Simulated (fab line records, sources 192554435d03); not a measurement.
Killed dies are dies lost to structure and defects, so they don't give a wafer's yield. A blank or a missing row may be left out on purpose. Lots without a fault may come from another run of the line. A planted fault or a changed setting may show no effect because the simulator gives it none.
Chamber matching | flow n5_finfet | N5_FIN_SAQP_ETCH_51 on rie_diel-05: 4 sister chambers
The step etches SiARC in CF4, target depth 45.5 nm, time 75.8 s. 4 wafers are shown with their chamber, then 11 later ones without.

WAFERS WITH THEIR CHAMBER
wafer  | chamber | throttle_valve_pct (%)
L088.1 | 1       | 15.71
L088.2 | 0       | 15.75
L088.4 | 2       | 15.47
L091.1 | 3       | 15.69

WAFERS WITHOUT THEIR CHAMBER
wafer  | throttle_valve_pct (%)
L091.2 | 15.48
L091.4 | 15.75
L092.3 | 15.47
L092.5 | 15.76
L092.6 | 15.74
L093.4 | 15.75
L093.5 | 15.69
L093.6 | 15.47
L094.2 | 15.48
L094.4 | 15.79
L094.5 | 15.69

WHICH CHAMBER EACH WENT THROUGH
wafer  | from the rows above     | in truth
L091.2 | 2                       | 2
L091.4 | 0                       | 0
L092.3 | 2                       | 2
L092.5 | 0                       | 0
L092.6 | can't be placed: 0 or 1 | 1
L093.4 | 0                       | 0
L093.5 | can't be placed: 3 or 1 | 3
L093.6 | 2                       | 2
L094.2 | 2                       | 2
L094.4 | 0                       | 0
L094.5 | can't be placed: 3 or 1 | 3
Placed correctly: 8 of 11. Can't be placed from these rows: 3 (the true chamber is among the candidates in 3). Placed wrongly: 0.
How it was worked out, from the rows above alone: a wafer's distance from a chamber is the root of the sum, over the readings, of the square of ((its reading less the chamber's mean) divided by the reading's scatter). The wafer belongs to the nearest chamber; if the next one is less than 2 further off, it can't be placed. A chamber's mean is the mean of its shown wafers. The scatter: with one shown wafer a chamber, the root of the mean of the squares of how far each hidden wafer lies from its nearest shown one.
